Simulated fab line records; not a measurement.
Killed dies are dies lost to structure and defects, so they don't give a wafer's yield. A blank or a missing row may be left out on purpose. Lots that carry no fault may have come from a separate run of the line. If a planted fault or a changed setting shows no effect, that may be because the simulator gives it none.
Chamber matching	flow nand harc	NHARC_A_M1_DESCUM_14 on rie diel-08: 4 sister chambers
The step chemistry O2, time 3 s. 18 wafers are shown with their chamber, then 9 later ones without.

== EACH WAFER AND ITS CHAMBER ==
wafer	chamber	showerhead plenum p Torr (Torr)	drypump motor current A (A)	oes product au (a.u.)
L074.3	3	1.79	6.7	1.006
L074.4	0	1.98	5.7	1.005
L074.6	1	1.78	5.8	1.016
L076.1	1	1.78	5.8	1.009
L076.2	0	1.98	5.7	0.998
L076.4	2	1.77	6.0	0.992
L081.2	1	1.78	5.7	1.006
L081.3	2	1.77	5.9	0.997
L081.6	0	1.98	5.7	0.995
L083.3	0	1.98	5.6	1.002
L083.5	2	1.77	6.0	1.003
L083.6	3	1.78	6.7	1.008
L084.4	2	1.77	6.0	1.004
L084.5	0	1.98	5.6	0.989
L084.6	1	1.78	5.7	1.012
L088.3	3	1.78	6.7	1.001
L088.4	1	1.77	5.8	1.012
L088.6	3	1.78	6.7	1.005

SIGNATURES (averages over the wafers above)
reading	chamber 0	chamber 1	chamber 2	chamber 3	scatter within a chamber
showerhead plenum p Torr	1.9800	1.7780	1.7700	1.7825	0.00333
drypump motor current A	5.660	5.760	5.975	6.700	0.0474
oes product au	0.99780	1.01100	0.99900	1.00500	0.00486
Rule: a wafer lies at a distance from a chamber equal to the root of the sum of squares, over the readings, of (its reading less the chamber's mean, divided by the reading's scatter). The wafer belongs to the nearest chamber; if the next one is less than 2 further off, it can't be placed. The scatter is the square root of a quotient: the sum, over the shown wafers, of each reading's squared deviation from its chamber's mean, divided by wafers minus chambers.

== WAFERS WHOSE CHAMBER IS MISSING ==
wafer	showerhead plenum p Torr (Torr)	drypump motor current A (A)	oes product au (a.u.)
L089.1	1.97	5.6	1.012
L089.3	1.78	6.7	1.003
L089.6	1.97	5.6	1.011
L090.3	1.97	5.7	0.997
L090.4	1.77	6.0	0.998
L090.5	1.77	5.8	1.000
L097.1	1.77	6.0	1.011
L097.5	1.78	6.7	1.005
L097.6	1.77	6.0	1.013

== WHICH CHAMBER EACH WENT THROUGH ==
wafer	from the rows above	in truth
L089.1	0	0
L089.3	3	3
L089.6	0	0
L090.3	0	0
L090.4	2	2
L090.5	can't be placed: 1 or 2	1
L097.1	2	2
L097.5	3	3
L097.6	2	2
8 of 9 placed correctly. These rows do not allow placing 1 (true chamber among the candidates in 1). Wrongly placed: 0.
